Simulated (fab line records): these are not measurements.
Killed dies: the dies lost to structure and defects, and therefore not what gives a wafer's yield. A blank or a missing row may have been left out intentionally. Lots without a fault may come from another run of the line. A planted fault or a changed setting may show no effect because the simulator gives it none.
A lot that was struck, set against a sound lot | flow nand harc | 14 steps out of a route of 1302
Sound: these wafers, L778.3, L778.5, L778.6. Struck: wafers L791.3, L791.6 (left out: L791.5, a lot-mate that was not struck); the cause follows at the end.
Each step with rows lists, per side, the tool, then ch with its chambers, then its first start. Under that, the readings that differ: sound wafers | struck wafers | difference of the means | sigmas: that difference in standard deviations of wafers without a fault.
alike: readings with means less than 2 such deviations apart, plus words and numbers identical on both sides. not compared: withheld readings, readings lacking a value on some wafer, bounds such as >300 that could conceal the same value, and numbers that have no deviation in the record and whose values overlap.
The two part at a step that has a row with sigmas, a row that says differs or no value, or rows on one side only. Numbers that don't overlap but have no deviation are shown without sigmas and don't part them. A reading that every wafer of one side lacks parts them only if that side has two wafers or more.

first, 7 steps without rows for these wafers: NHARC_A_SGD_CUT_COAT_57 (time 65 s); NHARC_A_SGD_CUT_COAT_03 (resist thk 90 nm); NHARC_A_SGD_CUT_SOFTBAKE_04 (time 55 s); NHARC_A_SGD_CUT_EBR_05; NHARC_A_SGD_CUT_EXPOSE_06 (exposes mask SGD); NHARC_A_SGD_CUT_PEB_07 (peb time 65 s); NHARC_A_SGD_CUT_DEVELOP_08 (develop time 35 s).
NHARC_A_SGD_CUT_CD_MEAS_09 targets a cd of 100 nm.
  sound on cd sem-01 ch 0, day 19 16:11; struck on cd sem-02 ch 0, day 24 12:01
  alike: cd nm
NHARC_A_SGD_CUT_OVL_MEAS_10:
  sound: overlay-02 at day 19 16:16; struck: overlay-01 at day 24 12:05
  reading           | sound          | struck  | difference | sigmas
  overlay x nm (nm) | -1.3 -0.9 -1.0 | 1.0 1.0 | +2.1       | +2
  alike: overlay y nm
NHARC_A_SGD_CUT_INSPECT_11:
  sound: defect inspect-02 at day 19 16:19; struck: defect inspect-01 at day 24 12:08
  alike: raw defect count
NHARC_A_SGD_CUT_DESCUM_14: chemistry O2, time 3 s.
  sound on rie diel-13 ch 2,3, day 19 16:27; struck on rie diel-12 ch 1,3, day 24 12:13
  alike: chamber pressure mTorr, drypump motor current A, oes product au, rf vpp V, showerhead plenum p Torr, throttle valve pct
  not compared: rf hours counter h
NHARC_A_SGD_CUT_ETCH_58: etches the open film in CF4, target depth 39 nm, time 65 s.
  sound on rie diel-13 ch 1,2, day 19 17:02; struck on rie diel-12 ch 1,2, day 24 12:17
  alike: cf4 flow sccm, chamber pressure mTorr, drypump motor current A, oes product au, rf vpp V, showerhead plenum p Torr, throttle valve pct
  not compared: rf hours counter h
NHARC_A_SGD_CUT_ETCH_59: etches the open film in N2/H2, target depth 260 nm, time 406.25 s.
  sound on rie diel-13 ch 2,3, day 19 17:14; struck on rie diel-12 ch 1,2, day 24 12:22
  reading               | sound             | struck      | difference | sigmas
  oes product au (a.u.) | 0.990 0.976 0.989 | 0.839 0.841 | -0.145     | -15
  alike: chamber pressure mTorr, drypump motor current A, rf vpp V, showerhead plenum p Torr, throttle valve pct
  not compared: rf hours counter h
NHARC_A_SGD_CUT_ETCH_15: etches the open film in CH3F/O2, target depth 75 nm, time 64.3 s.
  sound: rie diel-13 ch 1,2,3; struck: rie diel-12 ch 0,2
  reading               | sound             | struck      | difference | sigmas
  oes product au (a.u.) | 0.914 0.913 0.907 | 0.962 0.971 | +0.055     | +3
  alike: chamber pressure mTorr, drypump motor current A, rf vpp V, showerhead plenum p Torr, throttle valve pct
  not compared: rf hours counter h

== WHERE THEY PART ==
Earliest at NHARC_A_SGD_CUT_OVL_MEAS_10; latest, in this record, at NHARC_A_SGD_CUT_ETCH_15.

WHY: what the simulator had put in
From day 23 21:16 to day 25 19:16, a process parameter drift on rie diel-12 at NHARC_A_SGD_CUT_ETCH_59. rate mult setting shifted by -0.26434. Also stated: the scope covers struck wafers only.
